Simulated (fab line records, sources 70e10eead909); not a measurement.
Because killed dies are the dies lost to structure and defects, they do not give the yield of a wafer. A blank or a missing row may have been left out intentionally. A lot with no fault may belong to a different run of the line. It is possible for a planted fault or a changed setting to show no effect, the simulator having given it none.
Matching of chambers	flow nand-harc	rie-diel-09 running NHARC_A_STAIRCASE_TRIM_20: 4 sister chambers
The step chemistry O2, time 211.2 s. 4 wafers are shown with their chamber, then 9 later ones without.

== WAFERS WITH THEIR CHAMBER ==
wafer	chamber	showerhead-plenum-p-Torr (Torr)
L085.3	1	3.66
L085.4	0	3.46
L084.5	3	3.65
L084.6	2	3.40

== WAFERS WITH NO CHAMBER GIVEN ==
wafer	showerhead-plenum-p-Torr (Torr)
L091.1	3.65
L091.2	3.65
L091.4	3.65
L093.1	3.40
L093.2	3.45
L093.5	3.45
L097.2	3.64
L097.4	3.40
L097.6	3.40

== WHICH CHAMBER EACH ONE RAN IN ==
wafer	from the rows above	in truth
L091.1	can't be placed: 3 or 1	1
L091.2	can't be placed: 3 or 1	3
L091.4	can't be placed: 3 or 1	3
L093.1	2	2
L093.2	0	0
L093.5	0	0
L097.2	can't be placed: 3 or 1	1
L097.4	2	2
L097.6	2	2
5 of 9 placed correctly. These rows do not allow placing 4 (true chamber among the candidates in 4). Placed wrongly: 0.
How it was worked out, from the rows above alone: a wafer's distance from a chamber is the root of the sum, over the readings, of the square of ((its reading less the chamber's mean) divided by the reading's scatter). The wafer belongs to the nearest chamber; if the next one is less than 2 further off, it can't be placed. Each chamber's mean is taken over the wafers shown for it. The scatter: with one shown wafer a chamber, the root of the mean of the squares of how far each hidden wafer lies from its nearest shown one.
